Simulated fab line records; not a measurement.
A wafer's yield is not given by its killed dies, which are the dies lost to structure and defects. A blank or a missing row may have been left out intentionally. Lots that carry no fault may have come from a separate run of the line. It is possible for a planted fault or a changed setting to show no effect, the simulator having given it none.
Split-lot study + flow n5_finfet + 21 wafers read across 7 lots, on a route 1938 steps long

## ABOUT THE SPLIT
At N5_SD_EPI_P_COAT_34 (time 60 s, resist thk 350 nm), the setting spin_rpm was moved away from the recipe's 1500 rpm on 6 of the 21 wafers read, by -3.4% to +9.9%. This setting was run at the recipe's value on the other wafers.

The reading comes from the split's own step.

## THE READING
SOC_of_SD_EPI_P_COAT_34.thk_nm (the simulator's own value, which no gauge read), in nm, at N5_SD_EPI_P_COAT_34 (time 60 s, resist thk 350 nm). The file gives no usual value for it. Here, 15 wafers ran the recipe; their average is 350.5 nm with a standard deviation of 0.6 nm.

| wafer  | tool, chamber at the split | spin_rpm as run, rpm | against the recipe | SOC_of_SD_EPI_P_COAT_34.thk_nm, nm | against lot-mates on the recipe |
|--------|----------------------------|----------------------|--------------------|------------------------------------|---------------------------------|
| L075.2 | litho_track-04, 0          | 1500                 | recipe             | 351.6                              | -                               |
| L075.4 | litho_track-04, 0          | 1649                 | +9.9%              | 335.6                              | -16.0                           |
| L075.6 | litho_track-04, 0          | 1649                 | +9.9%              | 334.8                              | -16.8                           |
| L076.3 | litho_track-01, 0          | 1500                 | recipe             | 349.6                              | -                               |
| L076.4 | litho_track-01, 0          | 1649                 | +9.9%              | 334.4                              | -15.5                           |
| L076.6 | litho_track-01, 0          | 1500                 | recipe             | 350.2                              | -                               |
| L078.2 | litho_track-04, 0          | 1500                 | recipe             | 350.2                              | -                               |
| L078.4 | litho_track-04, 0          | 1500                 | recipe             | 350.2                              | -                               |
| L078.6 | litho_track-04, 0          | 1500                 | recipe             | 350                                | -                               |
| L080.3 | litho_track-01, 0          | 1500                 | recipe             | 350.4                              | -                               |
| L080.4 | litho_track-01, 0          | 1500                 | recipe             | 351.2                              | -                               |
| L080.6 | litho_track-01, 0          | 1500                 | recipe             | 351.2                              | -                               |
| L088.2 | litho_track-05, 0          | 1500                 | recipe             | 351.2                              | -                               |
| L088.5 | litho_track-05, 0          | 1449                 | -3.4%              | 357.6                              | +6.8                            |
| L088.6 | litho_track-05, 0          | 1500                 | recipe             | 350.4                              | -                               |
| L090.2 | litho_track-05, 0          | 1500                 | recipe             | 351.4                              | -                               |
| L090.3 | litho_track-05, 0          | 1500                 | recipe             | 350                                | -                               |
| L090.6 | litho_track-05, 0          | 1615                 | +7.7%              | 338.6                              | -12.1                           |
| L091.2 | litho_track-04, 0          | 1589                 | +5.9%              | 339.6                              | -10.6                           |
| L091.3 | litho_track-04, 0          | 1500                 | recipe             | 350                                | -                               |
| L091.5 | litho_track-04, 0          | 1500                 | recipe             | 350.4                              | -                               |

THE FIT
A straight line over all 21 wafers: SOC_of_SD_EPI_P_COAT_34.thk_nm changes by -1.62 nm for each +1% of spin_rpm; r = -0.99; the points scatter about the line by 0.76 nm.
The same after taking each lot's own level away (the mean of its wafers on the recipe; 21 wafers): -1.65 nm for each +1%; r = -1.00; scatter 0.53 nm.
Per that fit: largest spin_rpm move, reading shift of 16 nm.
The span of the lots' own levels, 349.90 to 351.60 nm, comes to 2.9 times the standard deviation stated above.
The two slopes agree, so the slope changes little with the lot-to-lot level.
Check: for one of the wafers moved furthest among these (+9.9%), held out of the fit, the line's prediction against its lot-mates is -16.4 nm. It came out at -16 nm against them.

## OTHER SPLITS APPLIED TO THESE WAFERS
Other splits were also applied to these wafers ahead of the reading. Each is held against what the fit with the lots' levels taken away leaves over:
| other split on the same wafers                    | wafers away from the commonest value | r with SOC_of_SD_EPI_P_COAT_34.thk_nm (lot level and that fit taken away) |
|---------------------------------------------------|--------------------------------------|---------------------------------------------------------------------------|
| N5_ZERO_LAYER_COAT_05 spin_rpm                    | 12                                   | +0.15                                                                     |
| N5_ZERO_LAYER_EXPOSE_08 dose_mj                   | 5                                    | +0.28                                                                     |
| N5_PMOS_HMC_CHANNEL_EPI_PEB_07 peb_time_s         | 7                                    | +0.25                                                                     |
| N5_PMOS_HMC_CHANNEL_EPI_DEVELOP_08 develop_time_s | 9                                    | +0.33                                                                     |
| N5_FIN_SAQP_MANDREL_ETCH_22 icp_w                 | 6                                    | -0.03                                                                     |
| N5_FIN_SAQP_SPACER1_ALD_24 ald_cycles             | 4                                    | +0.07                                                                     |
| N5_DUMMY_GATE_DESCUM_20 time_s                    | 6                                    | +0.32                                                                     |
| N5_DUMMY_GATE_ETCH_31 target_depth_a              | 6                                    | +0.21                                                                     |

## FILE'S OWN FIT
SOC_of_SD_EPI_P_COAT_34.thk_nm changes by -1.64 nm for each +1% of spin_rpm, r = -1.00.
